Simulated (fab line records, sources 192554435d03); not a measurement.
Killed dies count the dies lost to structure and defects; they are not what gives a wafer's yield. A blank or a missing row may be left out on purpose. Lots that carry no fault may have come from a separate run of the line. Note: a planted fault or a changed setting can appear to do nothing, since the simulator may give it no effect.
fab line records	flow n5Finfet	part 2 of 2: steps 5 to 6 of 6
record lots=24	wafers=72	lastDay=18
route steps=1938 shown FIN_SAQP@130 FIN_CUT@175 STI_FIN_REVEAL@190
lots untouched by any fault: they come from a run of this same line in which no faults occurred
startH: hours from the record's first day to the start of the lot's first wafer shown	waitH: hours from the lot's prior step to this one	" unchanged from the row above	L1.1+2: one row covering several wafers at once	- no value, or no start given	* or withheld: withheld	< > ~ a bound
route shown NAME@n: names a module that has steps shown in the file, with the first one's number in the route	usual: mean and standard deviation over wafers with no fault	same: alike in all rows	chamber/n: place in a boat	sites: readings site by site	_std_site: the standard deviation of these	_edge_site: mean of outer sites minus mean of inner sites	radiusMm: how far each site lies from the wafer's centre	mask NAME#n: copy n	behind: the most recent tool/chamber to have shaped the wafer	hold: why the lot was held/for how many hours/how that ended	device: whichever transistor did not switch (one of n, p or np)	end of line: tests of these same wafers at the route's end	for a step that has no rows: nothing shown but its recipe	killed: not the wafer's yield, but the dies lost to structure and defects at the first sort	map: per-die view of a wafer (x killed, . not killed, _ where there is no die)
set.NAME: the run value of the setting; set.NAME@STEP: its run value at that earlier step	model.NAME: the simulator's own value behind a step, which no gauge read
route steps across a sampled set of lots; one table per step, one row per wafer
services: the hour from which a tool's chamber was out of use, counted from the record's first day as startH (under 0 if before that day), plus the number of hours and why
## steps
# step N5_STI_FIN_REVEAL_ETCHBACK_08
# recipe chemistry=C4F6/O2	target=SiO2	targetDepthA=305	timeS=10.167	ionEnergyEv=250	pressureMtorr=30	sourceW=345	biasW=185	Ar_flow_sccm=300	C4F6_flow_sccm=10	O2_flow_sccm=10
# usual drypumpMotorCurrentA=5.8/0.39	oesProductAu=0.77/0.087	rfVppV=667/15	showerheadPlenumPTorr=2.84/0.1	throttleValvePct=21.14/0.27
lot.wafer	tool	chamber	startH	waitH	drypumpMotorCurrentA	oesProductAu	rfHoursCounterH	rfVppV	showerheadPlenumPTorr	throttleValvePct
L074.4	rieDiel-03	3	33.86	0.1	5.5	0.68	238	641	2.81	21.53
L074.5	"	3	"	"	5.5	0.68	-	642	2.81	21.53
L074.6	"	2	"	"	5.9	0.73	-	647	2.73	20.98
L075.1	rieDiel-05	3	39.82	0.2	5.7	0.74	168	675	2.83	20.98
L075.2	"	1	"	"	5.6	0.74	155	677	2.72	20.99
L075.6	"	2	"	"	5.1	0.67	-	646	2.72	21.19
L076.3	rieDiel-04	2	46.40	0.1	5.5	0.76	136	688	2.74	21.05
L076.4	"	1	"	"	6.1	0.93	13	670	2.91	20.90
L076.5	"	3	"	"	5.7	0.72	-	673	2.92	21.23
L077.2	rieDiel-04	0	52.36	0.2	6.4	0.74	192	649	2.96	21.81
L077.3	"	3	"	"	5.7	0.72	204	673	2.92	21.21
L077.6	"	0	"	"	6.4	0.74	-	648	2.96	21.80
L078.1	rieDiel-04	0	57.62	0.2	6.4	0.73	194	649	2.95	21.81
L078.3	"	3	"	"	5.7	0.72	206	676	2.92	21.24
L078.6	"	0	"	"	6.4	0.74	-	646	2.95	21.80
L079.3	rieDiel-05	1	65.34	0.2	5.6	0.74	163	675	2.72	21.02
L079.4	"	2	"	"	5.1	0.68	242	645	2.71	21.22
L079.6	"	0	"	"	6.6	0.86	-	672	3.00	21.14
L080.1	rieDiel-05	0	71.35	0.2	6.6	0.87	65	673	3.00	21.17
L080.4	"	3	"	"	5.7	0.73	178	674	2.82	21.01
L080.5	"	2	"	"	5.1	0.67	-	645	2.71	21.22
L081.1	rieDiel-05	0	75.66	0.2	6.6	0.85	67	673	3.00	21.14
L081.3	"	3	"	"	5.7	0.73	179	674	2.82	21.00
L081.5	"	3	"	"	5.7	0.73	-	674	2.82	20.99
L082.1	rieDiel-04	0	81.64	0.3	6.4	0.74	204	647	2.95	21.81
L082.2	"	1	"	"	6.1	0.91	26	672	2.90	20.93
L082.3	"	3	"	"	5.7	0.72	215	674	2.92	21.25
L083.2	rieDiel-05	2	89.70	0.2	5.1	0.66	251	644	2.71	21.23
L083.3	"	3	"	"	5.7	0.73	185	675	2.82	21.01
L083.5	"	0	"	"	6.6	0.84	-	671	2.99	21.15
L084.1	rieDiel-03	3	93.62	0.2	5.5	0.67	247	641	2.80	21.53
L084.3	"	2	"	"	5.9	0.70	207	646	2.72	21.03
L084.6	"	3	"	"	5.5	0.67	-	641	2.80	21.54
L085.3	rieDiel-05	1	102.49	0.1	5.6	0.72	177	674	2.71	21.02
L085.4	"	0	"	"	6.6	0.84	-	672	2.99	21.17
L085.6	"	3	"	"	5.7	0.72	-	672	2.82	21.02
L086.1	rieDiel-03	0	107.54	0.2	5.8	0.71	187	682	2.95	20.76
L086.4	"	0	"	"	5.8	0.71	-	681	2.95	20.75
L086.5	"	2	"	"	5.8	0.70	-	647	2.71	21.04
L087.2	rieDiel-04	0	113.08	0.2	6.4	0.71	213	648	2.95	21.82
L087.5	"	2	"	"	5.4	0.75	-	688	2.73	21.08
L087.6	"	3	"	"	5.7	0.71	-	674	2.91	21.27
L088.3	rieDiel-05	3	119.31	0.1	5.7	0.72	198	675	2.81	21.05
L088.4	"	1	"	"	5.6	0.73	-	675	2.71	21.06
L088.6	"	3	"	"	5.7	0.72	-	673	2.81	21.03
L089.3	rieDiel-03	2	124.55	0.1	5.9	0.70	218	646	2.71	21.05
L089.4	"	0	"	"	5.8	0.71	194	681	2.94	20.76
L089.6	"	1	"	"	5.8	0.91	-	674	2.88	21.05
L090.2	rieDiel-05	0	133.57	0.2	6.6	0.83	89	671	2.99	21.17
L090.4	"	2	"	"	5.1	0.95	4	657	3.05	20.83
L090.6	"	2	"	"	5.1	0.94	-	657	3.05	20.84
L091.1	rieDiel-03	3	136.72	0.2	5.5	0.97	5	641	2.80	21.13
L091.3	"	0	"	"	5.8	0.70	198	681	2.94	20.76
L091.6	"	0	"	"	5.8	0.71	-	681	2.94	20.78
L092.2	rieDiel-03	3	142.75	0.2	5.5	0.95	6	641	2.80	21.13
L092.4	"	1	"	"	5.8	0.89	16	674	2.88	21.07
L092.6	"	2	"	"	5.9	0.69	-	647	2.71	21.05
L093.1	rieDiel-04	0	147.41	0.2	6.4	0.71	228	647	2.94	21.85
L093.2	"	3	"	"	5.7	0.70	240	676	2.91	21.28
L093.5	"	0	"	"	6.4	0.71	-	648	2.94	21.86
L094.1	rieDiel-04	1	155.52	0.2	6.1	0.86	52	671	2.89	20.96
L094.2	"	3	"	"	5.7	0.70	242	673	2.90	21.28
L094.6	"	3	"	"	5.7	0.70	-	672	2.90	21.28
L095.1	rieDiel-04	0	160.64	0.2	6.4	0.71	232	648	2.94	21.86
L095.3	"	2	"	"	5.5	0.72	175	687	2.72	21.10
L095.5	"	3	"	"	5.7	0.69	-	674	2.90	21.28
L096.1	rieDiel-04	2	166.18	0.2	5.5	0.72	176	688	2.72	21.09
L096.2	"	3	"	"	5.7	0.69	246	675	2.90	21.30
L096.3	"	1	"	"	6.1	0.87	56	670	2.89	20.97
L097.2	rieDiel-03	2	171.71	0.3	5.9	0.68	234	646	2.71	21.06
L097.4	"	3	"	"	5.5	0.91	16	641	2.79	21.12
L097.6	"	3	"	"	5.5	0.92	-	639	2.79	21.13
# step N5_STI_FIN_REVEAL_OXIDATION_31
# recipe chemistry=O2_PLASMA_REMOTE	tempC=150	timeS=20	pressureMtorr=1000	sourcePowerW=2000	o2FlowSccm=3000
# usual drypumpMotorCurrentA=5.6/0.37	heaterPowerW=142/15
lot.wafer	tool	chamber	startH	waitH	drypumpMotorCurrentA	heaterPowerW	rfHoursCounterH
L074.4	plasmaAsher-02	0	36.29	0.1	5.9	169	-
L074.5	"	1	"	"	5.0	134	-
L074.6	"	0	"	"	5.9	167	-
L075.1	plasmaAsher-02	1	42.22	0.0	5.0	132	26
L075.2	"	0	"	"	5.9	171	26
L075.6	"	1	"	"	5.0	137	-
L076.3	plasmaAsher-01	1	48.84	0.1	5.9	142	-
L076.4	"	0	"	"	5.7	127	-
L076.5	"	0	"	"	5.7	127	-
L077.2	plasmaAsher-01	1	54.80	0.1	5.9	140	88
L077.3	"	0	"	"	5.6	129	-
L077.6	"	1	"	"	5.9	142	-
L078.1	plasmaAsher-01	1	60.08	0.0	5.9	143	89
L078.3	"	0	"	"	5.7	128	-
L078.6	"	0	"	"	5.7	131	-
L079.3	plasmaAsher-01	0	67.79	0.1	5.7	125	-
L079.4	"	1	"	"	5.9	144	-
L079.6	"	0	"	"	5.7	127	-
L080.1	plasmaAsher-01	1	73.75	0.0	5.9	141	92
L080.4	"	0	"	"	5.7	131	-
L080.5	"	1	"	"	5.9	144	-
L081.1	plasmaAsher-01	1	78.08	0.0	5.9	141	93
L081.3	"	0	"	"	5.7	127	-
L081.5	"	0	"	"	5.6	128	-
L082.1	plasmaAsher-01	0	84.04	0.0	5.7	127	94
L082.2	"	1	"	"	5.9	140	94
L082.3	"	1	"	"	5.9	142	-
L083.2	plasmaAsher-01	0	92.11	0.0	5.7	132	96
L083.3	"	0	"	"	5.7	131	-
L083.5	"	1	"	"	5.9	140	-
L084.1	plasmaAsher-02	0	96.02	0.0	5.9	165	38
L084.3	"	1	"	"	5.0	130	-
L084.6	"	1	"	"	5.0	137	-
L085.3	plasmaAsher-02	0	105.74	0.1	5.9	165	-
L085.4	"	1	"	"	5.0	135	-
L085.6	"	1	"	"	4.9	134	-
L086.1	plasmaAsher-02	1	109.95	0.0	5.0	133	41
L086.4	"	1	"	"	4.9	137	-
L086.5	"	0	"	"	5.9	164	-
L087.2	plasmaAsher-01	0	116.01	0.0	5.7	127	100
L087.5	"	1	"	"	5.9	141	-
L087.6	"	0	"	"	5.7	125	-
L088.3	plasmaAsher-01	0	121.74	0.1	5.7	130	-
L088.4	"	1	"	"	5.9	139	-
L088.6	"	0	"	"	5.6	124	-
L089.3	plasmaAsher-02	1	126.97	0.1	5.0	131	-
L089.4	"	0	"	"	5.9	166	-
L089.6	"	1	"	"	5.0	136	-
L090.2	plasmaAsher-02	0	135.99	0.0	5.9	164	46
L090.4	"	0	"	"	5.9	166	-
L090.6	"	0	"	"	5.9	167	-
L091.1	plasmaAsher-01	1	139.12	0.0	5.9	140	105
L091.3	"	1	"	"	5.9	142	-
L091.6	"	1	"	"	5.9	140	-
L092.2	plasmaAsher-02	0	145.16	0.0	5.9	167	47
L092.4	"	1	"	"	5.0	136	-
L092.6	"	0	"	"	5.9	168	-
L093.1	plasmaAsher-02	0	149.82	0.0	5.9	166	48
L093.2	"	1	"	"	5.0	136	48
L093.5	"	1	"	"	5.0	138	-
L094.1	plasmaAsher-02	1	157.93	0.0	4.9	138	50
L094.2	"	0	"	"	5.9	167	50
L094.6	"	1	"	"	4.9	136	-
L095.1	plasmaAsher-01	1	163.05	0.0	5.9	139	110
L095.3	"	1	"	"	5.9	142	-
L095.5	"	1	"	"	5.9	143	-
L096.1	plasmaAsher-01	1	168.60	0.0	5.9	143	111
L096.2	"	0	"	"	5.7	125	111
L096.3	"	1	"	"	5.9	145	-
L097.2	plasmaAsher-02	0	174.12	0.0	5.9	169	52
L097.4	"	1	"	"	5.0	133	-
L097.6	"	1	"	"	5.0	136	-
## services
tool	chamber	startH	hours	kind
rieDiel-05	-	1.11	3.8	repair
rieSi-03	0	14.36	7.6	repair
vaporEtch-01	0	26.24	11.2	repair
rieDiel-04	2	32.91	5.1	repair
rieDiel-05	-	34.27	1.2	repair
rieSi-05	2	35.47	5.0	repair
rieDiel-03	3	39.36	40.4	repair
rieSi-02	-	53.08	14.6	pm
rieDiel-04	2	53.58	6.0	repair
rieSi-02	-	67.68	2.8	pm
rieSi-03	3	76.56	1.9	repair
rieDiel-05	2	91.55	11.1	repair
rieDiel-05	2	102.69	-	clean
rieDiel-05	2	102.69	-	consumableReplace:focusRing
rieDiel-05	2	102.69	-	consumableReplace:showerhead
rieDiel-05	2	102.69	17.7	scheduledDown
plasmaAsher-01	-	105.82	1.8	repair
rieSi-05	0	116.44	2.3	repair
rieDiel-03	-	118.04	2.8	pm
rieDiel-04	2	122.02	1.8	repair
vaporEtch-02	1	124.84	0.8	repair
vaporEtch-02	0	141.99	2.5	repair
rieDiel-05	0	166.50	3.8	repair
rieDiel-05	3	168.28	4.5	repair
